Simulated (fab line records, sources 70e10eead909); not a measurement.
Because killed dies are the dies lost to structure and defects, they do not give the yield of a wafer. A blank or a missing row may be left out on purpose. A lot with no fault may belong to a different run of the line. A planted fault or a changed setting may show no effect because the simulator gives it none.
Chamber matching ; flow nand_harc ; NHARC_A_CONTACT_CMP_20 on cmp-02: 4 sister chambers
The step polishes, t overpolish 30 s, target thk 300 nm. 14 wafers are shown with their chamber, then 7 later ones without.

## WAFERS PAIRED WITH THEIR CHAMBERS
wafer;chamber;motor_current_A (A);time_to_endpoint_s (s);slurry_filter_dp_kPa (kPa)
L075.2;0;9.9;58;13.29
L075.3;2;11.6;62;13.41
L075.5;2;11.6;63;13.37
L078.2;1;14.3;62;13.32
L078.4;0;10.3;60;13.68
L078.5;3;10.7;55;13.67
L082.1;0;10.2;62;13.50
L082.4;1;13.9;66;13.55
L082.5;2;11.9;68;13.64
L087.1;1;14.5;60;13.85
L087.2;0;9.7;56;13.33
L087.3;2;11.9;59;13.40
L090.1;1;13.9;62;13.56
L090.3;2;12.3;63;13.57

SIGNATURES, as means of the wafers listed above
reading;chamber 0;chamber 1;chamber 2;chamber 3;scatter within a chamber
motor_current_A;10.025;14.150;11.860;10.700;0.288
time_to_endpoint_s;59.00;62.50;63.00;55.00;2.85
slurry_filter_dp_kPa;13.4500;13.5700;13.4780;13.6700;0.171
Rule: distance of a wafer from a chamber = root of the sum over the readings of ((wafer's reading minus chamber's mean) / reading's scatter) squared. The wafer belongs to the nearest chamber; if the next one is less than 2 further off, it can't be placed. How the scatter is found: for the shown wafers, subtract from each reading the mean of its chamber, square and add these, divide the total by (wafers less chambers), then take the root.

## WAFERS WITHOUT THEIR CHAMBER
wafer;motor_current_A (A);time_to_endpoint_s (s);slurry_filter_dp_kPa (kPa)
L090.4;10.1;59;13.54
L089.1;13.5;62;13.50
L089.2;12.2;60;13.59
L089.3;10.2;53;13.52
L091.1;11.8;64;13.50
L091.3;10.8;58;13.35
L091.5;13.9;68;13.46

## THE CHAMBER EACH PASSED THROUGH
wafer;from the rows above;in truth
L090.4;0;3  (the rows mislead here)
L089.1;1;1
L089.2;2;2
L089.3;can't be placed: 3 or 0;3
L091.1;2;2
L091.3;can't be placed: 3 or 0 or 2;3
L091.5;1;1
Correctly placed: 4 of 7. Unplaceable from these rows: 2, with the true chamber sitting among the candidates in 2. Number placed wrongly: 1.
